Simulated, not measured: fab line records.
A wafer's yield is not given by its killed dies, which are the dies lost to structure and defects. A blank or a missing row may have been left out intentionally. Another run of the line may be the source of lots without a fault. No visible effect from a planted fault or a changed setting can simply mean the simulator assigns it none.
fab line records    flow n5-finfet
record: lots: 24  wafers: 72  last-day: 18
route steps=1938 shown PMOS_HMC_CHANNEL_EPI@81 FIN_SAQP@97
lots that met no fault: taken from a fault-free run of the same line
start-h: hours from the record's first day to the start of the lot's first wafer shown    wait-h: how many hours have passed since the lot's step before this one    " identical to the entry in the row above    L1.1+2: one row covering several wafers at once    - either no value or no given start    * or withheld: withheld    < > ~ a bound
route shown NAME@n: a module of which the file shows steps, and the number in the route of the first    usual: mean/standard deviation taken from wafers without a fault    same: alike in all rows    chamber/n: place in a boat    sites: per-site readings    _std_site: the values' standard deviation    _edge_site: outer sites' mean less inner sites'    radius-mm: for every site, how far away it sits from the centre of the wafer    mask NAME#n: copy n    behind: the last tool/chamber to shape the wafer    hold: cause of the lot's hold/its duration in hours/its outcome    device: whichever transistor did not switch (one of n, p or np)    end of line: tests of these same wafers at the route's end    a step without rows: its recipe alone    killed: the dies lost at the first sort to structure and to defects; this is not the yield of the wafer    map: shows each die of a wafer: x if killed, . if not, _ if none is there
set.NAME: the setting the step ran with; set.NAME@STEP: the setting that earlier step ran with    model.NAME: the simulator's own value behind a step, which no gauge read
steps of the route over a sample of lots; a table a step, a row a wafer
services: a tool's chamber out of use, with start hour (start-h, from the record's first day; less than 0 if before it), hours out, and reason
== steps ==
step: N5_PMOS_HMC_CHANNEL_EPI_CMP_21
recipe: material: SiGe30  post-cmp-clean: alkaline-brush  target-thk-nm: 54
usual: motor-current-A: 12.1/0.9
lot.wafer  tool    chamber  start-h  wait-h  motor-current-A
L074.2     cmp-01  1        20.84    0.1     13.3
L074.5     "       3        "        "       10.4
L074.6     "       0        "        "       12.6
L075.1     cmp-01  3        26.07    0.0     11.3
L075.6     "       3        "        "       11.7
L075.5     "       0        "        "       11.7
L076.1     cmp-01  3        31.22    0.1     10.8
L076.4     "       0        "        "       12.0
L076.5     "       3        "        "       11.0
L077.1     cmp-01  2        37.41    0.0     12.2
L077.2     "       0        "        "       12.2
L077.5     "       2        "        "       12.2
L078.1     cmp-04  1        43.93    0.1     11.0
L078.2     "       2        "        "       11.5
L078.4     "       3        "        "       12.5
L079.2     cmp-01  2        49.27    0.0     11.6
L079.4     "       3        "        "       11.2
L079.5     "       3        "        "       10.9
L080.4     cmp-01  0        55.62    0.1     12.9
L080.5     "       1        "        "       13.1
L080.6     "       2        "        "       12.1
L081.2     cmp-01  0        61.53    0.0     11.9
L081.4     "       1        "        "       13.1
L081.5     "       1        "        "       13.0
L082.1     cmp-03  0        67.31    0.0     10.6
L082.4     "       3        "        "       12.3
L082.5     "       0        "        "       10.0
L083.2     cmp-04  1        73.42    0.2     11.2
L083.5     "       3        "        "       12.7
L083.6     "       0        "        "       13.3
L084.4     cmp-04  3        79.81    0.0     13.3
L084.2     "       0        "        "       12.9
L084.3     "       2        "        "       12.0
L085.1     cmp-04  0        86.62    0.0     13.1
L085.4     "       2        "        "       11.4
L085.2     "       3        "        "       12.9
L086.2     cmp-01  2        96.27    0.1     12.2
L086.3     "       0        "        "       12.2
L086.6     "       2        "        "       11.9
L087.3     cmp-03  0        99.41    0.0     10.9
L087.1     "       2        "        "       13.1
L087.4     "       3        "        "       12.8
L088.4     cmp-01  0        105.43   0.0     12.7
L088.3     "       3        "        "       11.1
L088.6     "       0        "        "       11.7
L089.3     cmp-04  0        111.17   0.1     13.1
L089.2     "       1        "        "       10.5
L089.1     "       2        "        "       11.3
L090.2     cmp-04  1        115.48   0.0     10.9
L090.1     "       3        "        "       12.7
L090.5     "       1        "        "       11.3
L091.2     cmp-01  0        121.13   0.2     12.5
L091.4     "       2        "        "       11.9
L091.6     "       0        "        "       12.2
L092.3     cmp-04  2        127.37   0.0     12.0
L092.2     "       0        "        "       12.8
L092.6     "       2        "        "       12.0
L093.2     cmp-01  0        133.58   0.1     12.3
L093.1     "       1        "        "       13.8
L093.5     "       3        "        "       10.9
L094.1     cmp-03  0        140.57   0.1     10.6
L094.4     "       1        "        "       11.6
L094.6     "       0        "        "       10.7
L095.2     cmp-04  0        145.70   0.1     12.8
L095.4     "       1        "        "       10.7
L095.5     "       0        "        "       13.1
L096.4     cmp-01  2        151.31   0.0     12.1
L096.1     "       1        "        "       13.7
L096.5     "       2        "        "       12.9
L097.4     cmp-01  3        157.27   0.1     10.9
L097.3     "       1        "        "       13.5
L097.5     "       3        "        "       10.6
step: N5_PMOS_HMC_CHANNEL_EPI_EPI_26
recipe: material: Si  target-thk-a: 38  temp-c: 650  precursor: SiH4/H2  pressure-torr: 20  time-s: 22.7
usual: throttle-valve-pct: 10.7/0.52
lot.wafer  tool          chamber  start-h  wait-h  throttle-valve-pct
L074.2     epi-rpcvd-03  0        21.22    0.1     11.2
L074.5     "             0        "        "       11.5
L074.6     "             0        "        "       11.1
L075.1     epi-rpcvd-03  0        26.48    0.0     11.3
L075.5     "             0        "        "       11.2
L075.6     "             0        "        "       11.2
L076.1     epi-rpcvd-02  0        31.58    0.0     9.7
L076.4     "             0        "        "       10.1
L076.5     "             0        "        "       10.3
L077.1     epi-rpcvd-02  0        37.81    0.0     10.1
L077.2     "             0        "        "       10.1
L077.5     "             0        "        "       10.3
L078.1     epi-rpcvd-02  0        44.30    0.0     10.2
L078.2     "             0        "        "       10.2
L078.4     "             0        "        "       9.8
L079.2     epi-rpcvd-03  0        49.74    0.1     11.3
L079.4     "             0        "        "       11.1
L079.5     "             0        "        "       11.1
L080.4     epi-rpcvd-03  0        56.06    0.2     11.2
L080.5     "             0        "        "       10.9
L080.6     "             0        "        "       11.3
L081.2     epi-rpcvd-02  0        61.99    0.1     10.3
L081.4     "             0        "        "       10.2
L081.5     "             0        "        "       10.0
L082.1     epi-rpcvd-02  0        67.72    0.0     10.2
L082.4     "             0        "        "       10.1
L082.5     "             0        "        "       10.0
L083.2     epi-rpcvd-02  0        73.80    0.1     10.2
L083.5     "             0        "        "       10.1
L083.6     "             0        "        "       10.2
L084.2     epi-rpcvd-03  0        80.26    0.1     11.3
L084.3     "             0        "        "       11.0
L084.4     "             0        "        "       11.4
L085.1     epi-rpcvd-02  0        87.03    0.0     10.4
L085.2     "             0        "        "       10.3
L085.4     "             0        "        "       10.1
L086.2     epi-rpcvd-03  0        96.70    0.1     11.1
L086.3     "             0        "        "       11.5
L086.6     "             0        "        "       11.3
L087.1     epi-rpcvd-01  0        99.81    0.0     10.8
L087.3     "             0        "        "       10.5
L087.4     "             0        "        "       10.8
L088.3     epi-rpcvd-03  0        105.96   0.2     11.4
L088.4     "             0        "        "       11.3
L088.6     "             0        "        "       11.1
L089.1     epi-rpcvd-02  0        111.54   0.0     9.9
L089.2     "             0        "        "       10.2
L089.3     "             0        "        "       10.3
L090.1     epi-rpcvd-02  0        115.89   0.0     10.3
L090.2     "             0        "        "       10.1
L090.5     "             0        "        "       10.2
L091.2     epi-rpcvd-01  0        121.58   0.1     10.8
L091.4     "             0        "        "       10.6
L091.6     "             0        "        "       10.7
L092.2     epi-rpcvd-01  0        127.82   0.1     10.8
L092.3     "             0        "        "       10.7
L092.6     "             0        "        "       10.6
L093.1     epi-rpcvd-03  0        133.91   0.0     11.5
L093.2     "             0        "        "       11.3
L093.5     "             0        "        "       11.2
L094.1     epi-rpcvd-01  0        140.93   0.0     10.9
L094.4     "             0        "        "       11.0
L094.6     "             0        "        "       10.7
L095.2     epi-rpcvd-03  0        146.12   0.1     11.0
L095.4     "             0        "        "       11.2
L095.5     "             0        "        "       11.5
L096.1     epi-rpcvd-01  0        151.72   0.0     10.5
L096.4     "             0        "        "       10.7
L096.5     "             0        "        "       10.9
L097.3     epi-rpcvd-03  0        157.81   0.2     11.3
L097.4     "             0        "        "       11.2
L097.5     "             0        "        "       11.2
step: N5_FIN_SAQP_THK_MEAS_05
usual: thk-nm: 37.9/0.47
lot.wafer  tool           chamber  start-h  wait-h  thk-nm
L074.2     film-metro-02  -        23.90    0.1     38.1
L074.5     "              -        "        "       39.0
L074.6     "              -        "        "       38.6
L075.1     film-metro-02  -        27.66    0.1     37.3
L075.5     "              -        "        "       37.9
L075.6     "              -        "        "       38.3
L076.1     film-metro-01  -        33.62    0.1     37.4
L076.4     "              -        "        "       37.8
L076.5     "              -        "        "       38.0
L077.1     film-metro-01  -        39.62    0.1     38.1
L077.2     "              -        "        "       38.0
L077.5     "              -        "        "       38.4
L078.1     film-metro-01  -        46.97    0.1     37.3
L078.2     "              -        "        "       37.7
L078.4     "              -        "        "       38.2
L079.2     film-metro-02  -        51.87    0.1     38.0
L079.4     "              -        "        "       38.5
L079.5     "              -        "        "       38.4
L080.4     film-metro-02  -        56.92    0.0     38.3
L080.5     "              -        "        "       38.6
L080.6     "              -        "        "       38.8
L081.2     film-metro-01  -        63.01    0.1     38.0
L081.4     "              -        "        "       38.3
L081.5     "              -        "        "       38.2
L082.1     film-metro-02  -        69.12    0.1     37.8
L082.4     "              -        "        "       38.3
L082.5     "              -        "        "       38.1
L083.2     film-metro-02  -        74.75    0.1     37.8
L083.5     "              -        "        "       38.5
L083.6     "              -        "        "       37.8
L084.2     film-metro-02  -        81.80    0.1     37.4
L084.3     "              -        "        "       37.1
L084.4     "              -        "        "       37.8
L085.1     film-metro-01  -        88.15    0.1     36.8
L085.2     "              -        "        "       36.3
L085.4     "              -        "        "       37.5
L086.2     film-metro-02  -        97.94    0.1     37.6
L086.3     "              -        "        "       37.5
L086.6     "              -        "        "       38.8
L087.1     film-metro-02  -        101.71   0.1     38.0
L087.3     "              -        "        "       37.7
L087.4     "              -        "        "       37.8
L088.3     film-metro-02  -        107.52   0.1     37.6
L088.4     "              -        "        "       38.2
L088.6     "              -        "        "       38.1
L089.1     film-metro-01  -        112.53   0.1     37.8
L089.2     "              -        "        "       37.8
L089.3     "              -        "        "       38.2
L090.1     film-metro-01  -        116.89   0.1     37.9
L090.2     "              -        "        "       38.1
L090.5     "              -        "        "       38.0
L091.2     film-metro-01  -        122.63   0.1     37.6
L091.4     "              -        "        "       37.8
L091.6     "              -        "        "       38.1
L092.2     film-metro-01  -        129.10   0.1     38.0
L092.3     "              -        "        "       37.7
L092.6     "              -        "        "       38.1
L093.1     film-metro-02  -        135.01   0.1     38.1
L093.2     "              -        "        "       38.0
L093.5     "              -        "        "       38.5
L094.1     film-metro-02  -        141.96   0.1     37.2
L094.4     "              -        "        "       37.8
L094.6     "              -        "        "       38.0
L095.2     film-metro-01  -        147.24   0.1     37.4
L095.4     "              -        "        "       37.7
L095.5     "              -        "        "       38.3
L096.1     film-metro-01  -        152.72   0.1     37.8
L096.4     "              -        "        "       38.1
L096.5     "              -        "        "       37.7
L097.3     film-metro-02  -        158.80   0.1     38.6
L097.4     "              -        "        "       38.6
L097.5     "              -        "        "       38.8
step: N5_FIN_SAQP_PECVD_06
recipe: material: a-Si  target-thk-a: 600  temp-c: 400  precursor: SiH4/He  pressure-torr: 3  rf-w: 100  time-s: 48.1
usual: heater-power-w: 838/81  showerhead-plenum-p-Torr: 5.64/0.044  throttle-valve-pct: 18.4/0.96
lot.wafer  tool      chamber  start-h  wait-h  heater-power-w  showerhead-plenum-p-Torr  throttle-valve-pct
L074.2     pecvd-03  1        24.05    0.0     735             5.68                      19.8
L074.5     "         2        "        "       1001            5.63                      17.2
L074.6     "         1        "        "       748             5.68                      19.8
L075.1     pecvd-02  2        27.78    0.0     870             5.74                      18.9
L075.5     "         0        "        "       813             5.65                      18.9
L075.6     "         1        "        "       839             5.60                      18.4
L076.1     pecvd-01  0        33.74    0.0     825             5.63                      19.1
L076.4     "         1        "        "       837             5.63                      17.9
L076.5     "         0        "        "       820             5.62                      18.6
L077.1     pecvd-03  2        39.74    0.0     936             5.64                      17.3
L077.2     "         1        "        "       798             5.68                      19.7
L077.5     "         1        "        "       777             5.67                      19.7
L078.1     pecvd-03  0        47.13    0.0     719             5.60                      18.3
L078.2     "         1        "        "       812             5.67                      20.0
L078.4     "         1        "        "       809             5.67                      19.9
L079.2     pecvd-02  0        51.99    0.0     792             5.62                      18.9
L079.4     "         1        "        "       763             5.61                      18.4
L079.5     "         0        "        "       793             5.65                      19.0
L080.4     pecvd-03  0        57.07    0.0     773             5.62                      18.4
L080.5     "         2        "        "       1013            5.64                      17.1
L080.6     "         1        "        "       775             5.67                      20.0
L081.2     pecvd-03  1        63.13    0.0     794             5.67                      19.5
L081.4     "         1        "        "       810             5.68                      19.5
L081.5     "         0        "        "       756             5.60                      18.6
L082.1     pecvd-01  0        69.24    0.0     882             5.62                      18.5
L082.4     "         2        "        "       937             5.58                      16.8
L082.5     "         1        "        "       835             5.62                      18.0
L083.2     pecvd-03  1        74.86    0.0     818             5.69                      19.7
L083.5     "         0        "        "       688             5.62                      18.5
L083.6     "         1        "        "       798             5.67                      19.8
L084.2     pecvd-03  1        81.92    0.0     747             5.68                      19.8
L084.3     "         0        "        "       726             5.59                      18.4
L084.4     "         2        "        "       990             5.64                      17.0
L085.1     pecvd-02  1        88.27    0.0     751             5.62                      18.3
L085.2     "         2        "        "       822             5.75                      18.6
L085.4     "         2        "        "       810             5.76                      18.7
L086.2     pecvd-03  1        98.05    0.0     722             5.67                      19.5
L086.3     "         2        "        "       944             5.62                      17.1
L086.6     "         0        "        "       686             5.61                      18.7
L087.1     pecvd-03  1        101.82   0.0     751             5.67                      19.9
L087.3     "         2        "        "       936             5.63                      17.5
L087.4     "         1        "        "       747             5.67                      19.9
L088.3     pecvd-02  1        107.64   0.0     879             5.62                      18.6
L088.4     "         1        "        "       880             5.62                      18.6
L088.6     "         2        "        "       956             5.77                      18.7
L089.1     pecvd-02  1        112.65   0.0     838             5.60                      18.5
L089.2     "         2        "        "       866             5.76                      18.9
L089.3     "         0        "        "       785             5.65                      19.4
L090.1     pecvd-01  1        117.00   0.0     838             5.61                      18.4
L090.2     "         0        "        "       881             5.63                      18.9
L090.5     "         0        "        "       855             5.63                      18.6
L091.2     pecvd-02  2        122.75   0.0     808             5.76                      19.0
L091.4     "         1        "        "       880             5.61                      18.6
L091.6     "         0        "        "       800             5.64                      19.2
L092.2     pecvd-03  2        129.22   0.0     945             5.64                      17.6
L092.3     "         0        "        "       741             5.60                      18.3
L092.6     "         2        "        "       950             5.64                      17.3
L093.1     pecvd-03  0        135.13   0.0     811             5.60                      18.4
L093.2     "         1        "        "       774             5.68                      19.9
L093.5     "         2        "        "       903             5.64                      17.3
L094.1     pecvd-01  2        142.08   0.0     920             5.59                      16.7
L094.4     "         0        "        "       839             5.62                      19.0
L094.6     "         2        "        "       944             5.58                      16.9
L095.2     pecvd-03  1        147.36   0.0     763             5.68                      19.7
L095.4     "         2        "        "       935             5.63                      17.1
L095.5     "         0        "        "       785             5.61                      18.5
L096.1     pecvd-01  0        152.84   0.0     819             5.63                      19.0
L096.4     "         0        "        "       795             5.62                      19.1
L096.5     "         2        "        "       926             5.59                      16.7
L097.3     pecvd-01  2        158.92   0.0     852             5.59                      16.6
L097.4     "         0        "        "       860             5.63                      18.9
L097.5     "         1        "        "       805             5.64                      17.9
step: N5_FIN_SAQP_STRIP_55
recipe: chemistry: N2/H2  power-w: 500  temp-c: 40  pressure-mtorr: 50  rf-frequency-hz: 6e+07  overash-fraction: 0.3  bias-power-w: 28  h2-frac: 0.5  n2-flow-sccm: 300  h2-flow-sccm: 300
usual: drypump-motor-current-A: 5.51/0.27  oes-product-au: 0.78/0.085  rf-vpp-V: 121.7/1.5  showerhead-plenum-p-Torr: 3.32/0.13  throttle-valve-pct: 19.0/0.31
same: overash-fraction: 0.3
lot.wafer  tool         chamber  start-h  wait-h  drypump-motor-current-A  oes-product-au  rf-hours-counter-h  rf-vpp-V  showerhead-plenum-p-Torr  throttle-valve-pct
L074.2     rie-diel-02  0        25.26    0.2     5.42                     0.73            152                 120.0     3.23                      19.0
L074.5     "            3        "        "       5.41                     0.79            -                   120.2     3.24                      19.5
L074.6     "            0        "        "       5.44                     0.73            -                   123.3     3.23                      19.0
L075.1     rie-diel-03  0        28.87    0.1     5.58                     0.89            31                  123.5     3.57                      19.3
L075.5     "            2        "        "       5.59                     0.80            -                   120.5     3.09                      18.6
L075.6     "            3        "        "       5.78                     0.68            -                   121.6     3.31                      18.9
L076.1     rie-diel-02  2        35.19    0.3     5.80                     0.70            220                 122.8     3.45                      19.1
L076.4     "            0        "        "       5.51                     0.73            -                   122.2     3.22                      19.0
L076.5     "            2        "        "       5.82                     0.71            -                   122.7     3.44                      19.2
L077.1     rie-diel-01  2        40.81    0.1     5.95                     0.91            31                  122.6     3.43                      19.0
L077.2     "            1        "        "       5.12                     0.92            17                  122.9     3.43                      19.4
L077.5     "            0        "        "       5.46                     0.69            -                   121.2     3.33                      18.7
L078.1     rie-diel-01  1        48.35    0.1     5.13                     0.93            20                  121.9     3.43                      19.3
L078.2     "            3        "        "       5.44                     0.79            121                 122.1     3.40                      18.7
L078.4     "            0        "        "       5.46                     0.69            202                 121.7     3.33                      18.6
L079.2     rie-diel-03  3        52.91    0.1     5.79                     0.68            240                 121.4     3.31                      18.9
L079.4     "            2        "        "       5.58                     0.79            -                   119.3     3.08                      18.5
L079.5     "            0        "        "       5.55                     0.85            -                   124.3     3.56                      19.3
L080.4     rie-diel-01  3        58.53    0.1     5.42                     0.77            125                 123.9     3.39                      18.6
L080.5     "            3        "        "       5.44                     0.78            -                   122.8     3.39                      18.6
L080.6     "            0        "        "       5.41                     0.67            -                   123.1     3.32                      18.6
L081.2     rie-diel-03  3        64.18    0.1     5.78                     0.66            245                 120.1     3.30                      18.9
L081.4     "            2        "        "       5.60                     0.79            135                 121.3     3.08                      18.6
L081.5     "            2        "        "       5.59                     0.78            -                   121.9     3.08                      18.6
L082.1     rie-diel-02  0        70.33    0.1     5.56                     0.72            170                 122.1     3.22                      19.0
L082.4     "            3        "        "       5.42                     0.78            -                   121.4     3.23                      19.5
L082.5     "            1        "        "       4.94                     0.70            -                   120.2     3.31                      18.7
L083.2     rie-diel-01  1        76.13    0.3     5.11                     0.89            33                  123.5     3.42                      19.4
L083.5     "            1        "        "       5.12                     0.90            -                   121.1     3.42                      19.4
L083.6     "            3        "        "       5.43                     0.77            -                   121.5     3.39                      18.7
L084.2     rie-diel-01  0        84.23    0.2     5.44                     0.68            218                 121.1     3.32                      18.7
L084.3     "            1        "        "       5.11                     0.89            36                  122.8     3.42                      19.4
L084.4     "            2        "        "       5.92                     0.89            42                  121.6     3.42                      19.1
L085.1     rie-diel-01  2        90.40    0.1     5.98                     0.88            45                  124.3     3.42                      19.1
L085.2     "            1        "        "       5.11                     0.89            39                  121.4     3.41                      19.4
L085.4     "            0        "        "       5.43                     0.68            221                 122.2     3.32                      18.7
L086.2     rie-diel-03  0        99.63    0.1     5.55                     0.83            60                  123.2     3.55                      19.3
L086.3     "            1        "        "       5.71                     0.80            100                 121.5     3.23                      18.9
L086.6     "            3        "        "       5.80                     0.99            -                   121.8     3.30                      18.5
L087.1     rie-diel-01  3        103.99   0.1     5.44                     0.76            147                 121.1     3.38                      18.7
L087.3     "            1        "        "       5.13                     0.89            46                  122.9     3.41                      19.4
L087.4     "            2        "        "       5.95                     0.88            52                  121.8     3.41                      19.1
L088.3     rie-diel-02  0        108.70   0.1     5.42                     0.72            172                 120.9     3.22                      19.0
L088.4     "            2        "        "       5.81                     0.70            -                   121.1     3.44                      19.2
L088.6     "            1        "        "       4.92                     0.69            -                   122.0     3.31                      18.7
L089.1     rie-diel-03  1        113.72   0.1     5.70                     0.78            103                 122.5     3.22                      19.0
L089.2     "            0        "        "       5.59                     0.82            69                  123.1     3.54                      19.3
L089.3     "            2        "        "       5.59                     0.77            162                 120.8     3.07                      18.6
L090.1     rie-diel-03  3        118.06   0.1     5.79                     0.94            10                  122.4     3.29                      18.5
L090.2     "            0        "        "       5.61                     0.83            70                  121.6     3.54                      19.3
L090.5     "            2        "        "       5.60                     0.77            -                   120.1     3.07                      18.6
L091.2     rie-diel-03  3        123.80   0.1     5.78                     0.93            13                  120.1     3.29                      18.5
L091.4     "            1        "        "       5.70                     0.78            106                 121.8     3.22                      19.0
L091.6     "            3        "        "       5.78                     0.92            -                   122.2     3.29                      18.5
L092.2     rie-diel-02  1        130.24   0.1     4.92                     0.68            238                 122.1     3.30                      18.7
L092.3     "            2        "        "       5.81                     0.69            243                 121.9     3.43                      19.2
L092.6     "            2        "        "       5.79                     0.69            -                   121.8     3.43                      19.2
L093.1     rie-diel-02  3        136.19   0.1     5.41                     0.77            144                 121.4     3.23                      19.5
L093.2     "            2        "        "       5.82                     0.69            246                 122.7     3.43                      19.2
L093.5     "            0        "        "       5.48                     0.71            -                   122.7     3.21                      19.0
L094.1     rie-diel-01  0        143.14   0.1     5.47                     0.65            242                 121.5     3.31                      18.7
L094.4     "            1        "        "       5.13                     0.85            60                  122.4     3.40                      19.4
L094.6     "            3        "        "       5.46                     0.74            -                   120.4     3.37                      18.7
L095.2     rie-diel-03  0        148.92   0.2     5.56                     0.81            81                  120.7     3.54                      19.3
L095.4     "            3        "        "       5.81                     0.90            21                  121.2     3.29                      18.5
L095.5     "            3        "        "       5.78                     0.90            -                   123.8     3.29                      18.5
L096.1     rie-diel-03  0        154.05   0.1     5.59                     0.81            83                  124.1     3.54                      19.3
L096.4     "            3        "        "       5.79                     0.90            22                  120.6     3.29                      18.6
L096.5     "            2        "        "       5.58                     0.76            -                   120.9     3.06                      18.6
L097.3     rie-diel-02  3        160.08   0.1     5.41                     0.76            153                 122.8     3.22                      19.5
L097.4     "            0        "        "       5.51                     0.70            -                   119.7     3.20                      19.1
L097.5     "            1        "        "       4.93                     0.68            -                   122.6     3.29                      18.8
step: N5_FIN_SAQP_RECESS_63
recipe: chemistry: HF/NH3  target: SiO2  target-depth-a: 180  afs-cycles: 3  temp-c: 30  sublimation-temp-c: 180  sublimation-time-s: 60
usual: drypump-motor-current-A: 5.70/0.23
lot.wafer  tool           chamber  start-h  wait-h  drypump-motor-current-A
L074.2     vapor-etch-01  0        27.15    0.1     5.40
L074.5     "              1        "        "       5.79
L074.6     "              0        "        "       5.38
L075.1     vapor-etch-01  1        30.82    0.1     5.82
L075.5     "              0        "        "       5.41
L075.6     "              1        "        "       5.84
L076.1     vapor-etch-02  1        37.32    0.1     6.03
L076.4     "              0        "        "       5.83
L076.5     "              1        "        "       6.02
L077.1     vapor-etch-01  1        42.71    0.1     5.79
L077.2     "              0        "        "       5.37
L077.5     "              1        "        "       5.83
L078.1     vapor-etch-01  0        51.84    0.1     5.38
L078.2     "              1        "        "       5.82
L078.4     "              1        "        "       5.82
L079.2     vapor-etch-02  0        54.94    0.1     5.80
L079.4     "              0        "        "       5.80
L079.5     "              1        "        "       6.00
L080.4     vapor-etch-02  1        60.99    0.2     6.00
L080.5     "              0        "        "       5.83
L080.6     "              1        "        "       6.00
L081.2     vapor-etch-02  1        66.35    0.1     6.00
L081.4     "              0        "        "       5.82
L081.5     "              0        "        "       5.81
L082.1     vapor-etch-02  0        72.45    0.1     5.84
L082.4     "              1        "        "       6.00
L082.5     "              1        "        "       6.00
L083.2     vapor-etch-02  1        79.79    0.1     6.00
L083.5     "              1        "        "       6.01
L083.6     "              0        "        "       5.81
L084.2     vapor-etch-01  1        86.51    0.1     5.82
L084.3     "              0        "        "       5.40
L084.4     "              1        "        "       5.79
L085.1     vapor-etch-01  0        93.17    0.1     5.39
L085.2     "              1        "        "       5.83
L085.4     "              0        "        "       5.37
L086.2     vapor-etch-02  1        102.90   0.1     6.00
L086.3     "              0        "        "       5.84
L086.6     "              1        "        "       6.03
L087.1     vapor-etch-01  1        106.08   0.1     5.82
L087.3     "              0        "        "       5.41
L087.4     "              1        "        "       5.84
L088.3     vapor-etch-01  0        110.71   0.2     5.39
L088.4     "              1        "        "       5.81
L088.6     "              0        "        "       5.42
L089.1     vapor-etch-01  0        116.86   0.1     5.41
L089.2     "              1        "        "       5.83
L089.3     "              1        "        "       5.81
L090.1     vapor-etch-01  0        120.57   0.1     5.43
L090.2     "              1        "        "       5.85
L090.5     "              0        "        "       5.40
L091.2     vapor-etch-01  1        126.04   0.1     5.85
L091.4     "              1        "        "       5.82
L091.6     "              0        "        "       5.40
L092.2     vapor-etch-01  0        134.35   0.1     5.39
L092.3     "              0        "        "       5.38
L092.6     "              1        "        "       5.81
L093.1     vapor-etch-01  0        138.97   0.1     5.36
L093.2     "              1        "        "       5.79
L093.5     "              1        "        "       5.78
L094.1     vapor-etch-01  1        147.13   0.1     5.78
L094.4     "              0        "        "       5.39
L094.6     "              1        "        "       5.79
L095.2     vapor-etch-01  0        152.71   0.1     5.40
L095.4     "              1        "        "       5.81
L095.5     "              1        "        "       5.81
L096.1     vapor-etch-01  0        156.33   0.3     5.39
L096.4     "              0        "        "       5.39
L096.5     "              1        "        "       5.81
L097.3     vapor-etch-01  0        179.97   2.9     5.41
L097.4     "              1        "        "       5.78
L097.5     "              1        "        "       5.80
== services ==
tool           chamber  start-h  hours  kind
cmp-04         -        -0.26    1.1    repair
pecvd-03       0        14.02    13.3   repair
rie-diel-03    0        19.71    8.0    repair
cmp-04         -        22.79    1.0    repair
cmp-04         -        24.61    5.0    pm
pecvd-03       -        27.45    0.3    repair
rie-diel-01    -        33.24    0.2    repair
rie-diel-02    1        33.37    2.9    repair
rie-diel-03    0        36.86    10.3   repair
cmp-04         -        38.66    2.3    repair
rie-diel-03    1        47.32    13.0   repair
cmp-01         -        63.86    3.4    repair
rie-diel-02    2        64.65    7.3    repair
rie-diel-01    2        65.93    13.0   repair
cmp-01         -        69.69    4.8    pm
cmp-04         -        70.64    1.9    repair
rie-diel-02    -        70.76    33.9   repair
cmp-04         -        74.48    4.3    pm
cmp-01         -        91.38    3.1    repair
epi-rpcvd-02   -        117.05   0.9    repair
cmp-04         -        137.50   1.5    repair
pecvd-03       0        157.03   18.3   repair
vapor-etch-01  -        159.24   15.6   pm
cmp-04         -        160.99   2.5    repair
== key ==
fault none
